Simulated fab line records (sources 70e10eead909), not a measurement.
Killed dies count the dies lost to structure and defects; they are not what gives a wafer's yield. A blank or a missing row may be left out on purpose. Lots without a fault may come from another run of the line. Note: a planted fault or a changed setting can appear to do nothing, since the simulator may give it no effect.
Which of the tools did it?	flow nand-harc	11 lots, 33 wafers sampled, at 6 steps of a route of 1159

WHAT THE GAUGES READ, wafer by wafer
NHARC_A_CHANNEL_HOLE_D1_INSPECT_40. Usual: raw-defect-count 65, standard deviation 21.
lot	measured	on	raw-defect-count	flag
L974	day 8 11:48	defect-inspect-02	44 44 48	
L973	day 8 12:01	defect-inspect-01	33 45 48	
L975	day 9 12:08	defect-inspect-02	65 67 73	
L977	day 9 17:15	defect-inspect-01	58 60 42	
L980	day 10 07:03	defect-inspect-02	60 70 61	
L981	day 10 18:16	defect-inspect-01	112 72 93	
L983	day 11 03:26	defect-inspect-02	750 772 699	OFF
L987	day 12 09:19	defect-inspect-02	681 712 696	OFF
L985	day 12 13:46	defect-inspect-02	49 50 35	
L992	day 13 07:51	defect-inspect-02	82 73 62	
L996	day 14 11:34	defect-inspect-01	63 67 64	

NHARC_END_SORT_01. Usual: killed-at-array 29, standard deviation 10; killed-at-other 0.7, standard deviation 1.1; killed-at-periphery 3.3, standard deviation 2.4; killed-dies 33, standard deviation 11; killed-open 3.3, standard deviation 2; killed-short 1.9, standard deviation 1.3.
lot	measured	on	killed-at-array	killed-at-other	killed-at-periphery	killed-dies	killed-open	killed-short	flag
L980	day 21 01:55	prober-01	37 43 37	0 0 0	0 3 2	37 46 39	3 4 3	2 3 0	
L983	day 22 01:53	prober-01	101 98 84	0 0 0	1 1 0	102 99 84	2 4 1	3 1 1	OFF
L987	day 23 21:31	prober-02	100 87 81	0 1 0	4 4 4	104 92 85	5 4 4	2 2 0	OFF

TOOL THAT RAN EACH LOT (tool first, then ch and the chambers of the sampled wafers, then the start)
lot	NHARC_A_CHANNEL_HOLE_D1_ETCH_34	NHARC_A_CHANNEL_HOLE_D1_ETCH_21	NHARC_A_CHANNEL_HOLE_D1_STRIP_27	NHARC_A_CHANNEL_FILL_D1_ALD_15
L974	rie-diel-08 ch 0,1,3, day 8 06:31 or earlier	har-etch-01 ch 0,1, day 8 06:31	rie-diel-09 ch 1,2,3, day 8 11:48 or earlier	ald-sin-batch-02 ch 0, no start
L973	rie-diel-09 ch 0,1,2, day 8 06:42 or earlier	har-etch-02 ch 0,1, day 8 06:42	rie-diel-08 ch 0,1,3, day 8 12:01 or earlier	ald-sin-batch-02 ch 0, no start
L975	rie-diel-08 ch 0,2, day 9 06:52 or earlier	har-etch-01 ch 0,1, day 9 06:52	rie-diel-09 ch 0,2, day 9 12:08 or earlier	ald-sin-batch-03 ch 0, no start
L977	rie-diel-08 ch 1,2,3, day 9 12:08 or earlier	har-etch-02 ch 0,1, day 9 12:08	rie-diel-08 ch 0,1,2, day 9 17:15 or earlier	ald-sin-batch-01 ch 0, no start
L980	rie-diel-08 ch 0,2,3, day 10 01:53 or earlier	har-etch-01 ch 0,1, day 10 01:53	rie-diel-10 ch 0,1,2, day 10 07:03 or earlier	ald-sin-batch-03 ch 0, day 21 01:55 or earlier
L981	rie-diel-10 ch 1,2,3, day 10 13:00 or earlier	har-etch-01 ch 0,1, day 10 13:00	rie-diel-08 ch 1,2, day 10 18:16 or earlier	ald-sin-batch-01 ch 0, no start
L983	rie-diel-08 ch 0,1,2, day 10 22:08 or earlier	har-etch-01 ch 0,1, day 10 22:08	rie-diel-10 ch 0,3, day 11 03:26 or earlier	ald-sin-batch-02 ch 0, day 22 01:53 or earlier
L987	rie-diel-08 ch 0,1,2, day 12 03:59 or earlier	har-etch-01 ch 0,1, day 12 03:59	rie-diel-10 ch 0,2,3, day 12 09:19 or earlier	ald-sin-batch-02 ch 0, day 23 21:31 or earlier
L985	rie-diel-10 ch 0,1,3, day 12 08:33 or earlier	har-etch-02 ch 1, day 12 08:33	rie-diel-10 ch 0,3, day 12 13:46 or earlier	ald-sin-batch-01 ch 0, no start
L992	rie-diel-09 ch 0,2,3, day 13 02:39 or earlier	har-etch-02 ch 0,1, day 13 02:39	rie-diel-08 ch 1,2,3, day 13 07:51 or earlier	ald-sin-batch-01 ch 0, no start
L996	rie-diel-08 ch 0,2,3, day 14 06:23 or earlier	har-etch-02 ch 0,1, day 14 06:23	rie-diel-10 ch 0,1,2, day 14 11:34 or earlier	ald-sin-batch-01 ch 0, no start
- NHARC_A_CHANNEL_HOLE_D1_ETCH_34: etches the open film in CF4/CHF3, target depth 154 nm, time 77 s.
- NHARC_A_CHANNEL_HOLE_D1_ETCH_21: etches the open film in C4F8/O2/Ar, time 514.3 s, target depth 1600 nm.
- NHARC_A_CHANNEL_HOLE_D1_STRIP_27: strips in O2.
- NHARC_A_CHANNEL_FILL_D1_ALD_15: deposits SiNx, target thk 2 nm, pulse time 60 s, ald cycles 19.

AS READ BY THE TOOLS THEMSELVES (means over the sampled wafers that have a number; for cases with no such wafer, the mark the record gives instead)
NHARC_A_CHANNEL_HOLE_D1_ETCH_34. Usual: chf3-flow-sccm 30.00 sccm, standard deviation 0.1; drypump-motor-current-A 5.8 A, standard deviation 0.35; oes-product-au 0.947 a.u., standard deviation 0.026; rf-vpp-V 371.1 V, standard deviation 1.9; showerhead-plenum-p-Torr 1.59 Torr, standard deviation 0.051; throttle-valve-pct 16.802 %, standard deviation 0.0093.
lot	tool	chf3-flow-sccm (sccm)	drypump-motor-current-A (A)	oes-product-au (a.u.)	rf-vpp-V (V)	showerhead-plenum-p-Torr (Torr)	throttle-valve-pct (%)	flag
L974	rie-diel-08	30.03	5.8	0.953	370.1	1.55	16.804	
L973	rie-diel-09	29.85	5.6	0.922	370.9	1.61	16.804	
L975	rie-diel-08	29.88	5.7	0.906	369.7	1.53	16.797	
L977	rie-diel-08	30.07	5.7	0.928	369.7	1.53	16.802	
L980	rie-diel-08	30.01	5.7	0.913	370.3	1.56	16.795	
L981	rie-diel-10	30.03	6.1	0.968	372.6	1.63	16.804	
L983	rie-diel-08	30.04	5.8	0.940	368.7	1.53	16.806	
L987	rie-diel-08	30.10	5.8	0.956	369.2	1.53	16.806	
L985	rie-diel-10	30.02	6.0	0.929	372.6	1.64	16.805	
L992	rie-diel-09	30.10	5.5	0.904	371.6	1.61	16.801	
L996	rie-diel-08	30.01	5.7	0.956	370.2	1.56	16.806	

NHARC_A_CHANNEL_HOLE_D1_ETCH_21. Usual: drypump-motor-current-A 5.7 A, standard deviation 0.32; showerhead-plenum-p-Torr 3.81 Torr, standard deviation 0.056; throttle-valve-pct 32.154 %, standard deviation 0.0095.
lot	tool	drypump-motor-current-A (A)	showerhead-plenum-p-Torr (Torr)	throttle-valve-pct (%)	flag
L974	har-etch-01	5.8	3.79	32.149	
L973	har-etch-02	5.7	3.88	32.145	
L975	har-etch-01	5.6	3.77	32.143	
L977	har-etch-02	5.8	3.87	32.154	
L980	har-etch-01	5.6	3.76	32.157	
L981	har-etch-01	5.9	3.78	32.157	
L983	har-etch-01	5.6	3.76	32.163	
L987	har-etch-01	5.9	3.77	32.154	
L985	har-etch-02	5.9	3.86	32.154	
L992	har-etch-02	5.7	3.85	32.157	
L996	har-etch-02	5.7	3.84	32.153	

NHARC_A_CHANNEL_HOLE_D1_STRIP_27. Usual: drypump-motor-current-A 5.8 A, standard deviation 0.38; oes-product-au 1.001 a.u., standard deviation 0.015; rf-vpp-V 58.0 V, standard deviation 0.85; showerhead-plenum-p-Torr 3.58 Torr, standard deviation 0.12; throttle-valve-pct 17.036 %, standard deviation 0.0079.
lot	tool	drypump-motor-current-A (A)	oes-product-au (a.u.)	rf-vpp-V (V)	showerhead-plenum-p-Torr (Torr)	throttle-valve-pct (%)	flag
L974	rie-diel-09	5.8	1.002	57.5	3.54	17.027	
L973	rie-diel-08	5.8	0.999	57.8	3.48	17.034	
L975	rie-diel-09	5.2	1.007	58.2	3.69	17.039	
L977	rie-diel-08	5.8	0.988	57.5	3.43	17.032	
L980	rie-diel-10	5.8	1.010	58.7	3.60	17.035	
L981	rie-diel-08	5.7	0.984	58.0	3.38	17.039	
L983	rie-diel-10	6.3	1.018	58.5	3.71	17.032	
L987	rie-diel-10	6.1	1.001	58.4	3.64	17.035	
L985	rie-diel-10	6.3	1.020	58.2	3.71	17.038	
L992	rie-diel-08	5.7	0.993	57.4	3.43	17.039	
L996	rie-diel-10	5.8	1.004	57.5	3.60	17.034	

NHARC_A_CHANNEL_FILL_D1_ALD_15. Usual: precursor-pulse-height-rel 0.999, standard deviation 0.022.
lot	tool	precursor-pulse-height-rel	flag
L974	ald-sin-batch-02	1.020	
L973	ald-sin-batch-02	1.007	
L975	ald-sin-batch-03	0.994	
L977	ald-sin-batch-01	0.999	
L980	ald-sin-batch-03	0.991	
L981	ald-sin-batch-01	0.993	
L983	ald-sin-batch-02	0.985	
L987	ald-sin-batch-02	0.992	
L985	ald-sin-batch-01	0.984	
L992	ald-sin-batch-01	0.994	
L996	ald-sin-batch-01	0.990	

THE ANSWER, worked out from the rows above alone
Rule: lot off if the mean of its wafers having a number is beyond 3 standard deviations from the usual mean. Also off: a lot with no number at a reading for which 4 or more lots have one. Where the step has rows for the other lots, those lots are counted as sound. The gauges are gone through in route order, then the tools' own readings, and for those a lot's mean is taken as printed above. At the first step where some lot is off, the reading lying furthest off is the one used; lots without a number count as furthest.
Off: L983, L987 (NHARC_A_CHANNEL_HOLE_D1_INSPECT_40, raw-defect-count).
If a tool, at a process step before that reading, ran all the lots that are off and no sound lot after the first of them, it fits. The gauges at NHARC_A_CHANNEL_HOLE_D1_INSPECT_40 aren't tried: what is off there is off at NHARC_END_SORT_01 too, on other tools, and a gauge's error can't cause that. NHARC_A_CHANNEL_HOLE_D1_ETCH_34: start missing for some lots; hours and lot order therefore follow NHARC_A_CHANNEL_HOLE_D1_ETCH_21. NHARC_A_CHANNEL_HOLE_D1_STRIP_27: start missing for some lots; hours and lot order therefore follow NHARC_A_CHANNEL_HOLE_D1_INSPECT_40. One fits: har-etch-01 at NHARC_A_CHANNEL_HOLE_D1_ETCH_21. Its last sound lot is L981 (day 10 13:00), its first lot that is off L983 (day 10 22:08): a fault that began between those two fits.

WHAT HAD BEEN PUT IN BY THE SIMULATOR
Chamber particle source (har-etch-01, NHARC_A_CHANNEL_HOLE_D1_ETCH_21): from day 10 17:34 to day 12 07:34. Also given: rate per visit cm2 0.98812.
Lots struck among those shown: L983, L987. The same result came from the rule above.
